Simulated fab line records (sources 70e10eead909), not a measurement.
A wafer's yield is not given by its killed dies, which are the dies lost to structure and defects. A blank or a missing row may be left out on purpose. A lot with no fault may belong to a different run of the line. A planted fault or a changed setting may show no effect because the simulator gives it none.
Matching of chambers    flow nand-harc    NHARC_A_STAIRCASE_DESCUM_219 on rie-diel-08: 4 sister chambers
The step chemistry O2, time 3 s. 8 wafers are shown with their chamber, then 12 later ones without.

== WAFERS PAIRED WITH THEIR CHAMBERS ==
wafer   chamber  showerhead-plenum-p-Torr (Torr)  drypump-motor-current-A (A)
L078.2  2        1.99                             5.7
L079.5  0        2.00                             5.8
L081.3  0        1.99                             5.8
L081.4  2        1.98                             5.8
L086.1  3        1.78                             6.3
L084.2  3        1.78                             6.3
L084.3  1        1.97                             5.9
L084.6  1        1.97                             5.9

== WAFERS WITHOUT THEIR CHAMBER ==
wafer   showerhead-plenum-p-Torr (Torr)  drypump-motor-current-A (A)
L087.1  1.97                             5.9
L087.4  1.99                             5.9
L087.6  1.97                             5.9
L091.1  1.98                             5.8
L091.5  1.97                             5.9
L091.6  1.98                             5.7
L090.2  1.77                             6.3
L090.3  1.97                             5.7
L090.5  1.97                             5.8
L097.1  1.96                             5.9
L097.2  1.97                             5.8
L097.6  1.97                             5.7

== THE CHAMBER EACH PASSED THROUGH ==
wafer   from the rows above           in truth
L087.1  1                             1
L087.4  can't be placed: 0 or 1 or 2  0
L087.6  1                             1
L091.1  can't be placed: 2 or 0 or 1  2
L091.5  1                             1
L091.6  2                             2
L090.2  3                             3
L090.3  2                             2
L090.5  can't be placed: 1 or 2       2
L097.1  1                             1
L097.2  can't be placed: 1 or 2       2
L097.6  2                             2
Correct placement for 8 of the 12. Unplaceable from these rows: 4, with the true chamber sitting among the candidates in 4. Wrongly placed: 0.
How it was worked out, from the rows above alone: a wafer's distance from a chamber is the root of the sum, over the readings, of the square of ((its reading less the chamber's mean) divided by the reading's scatter). If the next closest chamber is less than 2 further off than the closest, the wafer can't be placed; otherwise it belongs to the closest. Each chamber's mean is taken over the wafers shown for it. The scatter: take each reading less its chamber's mean, square it, sum over the shown wafers, divide by the number of wafers less the number of chambers, and take the root.
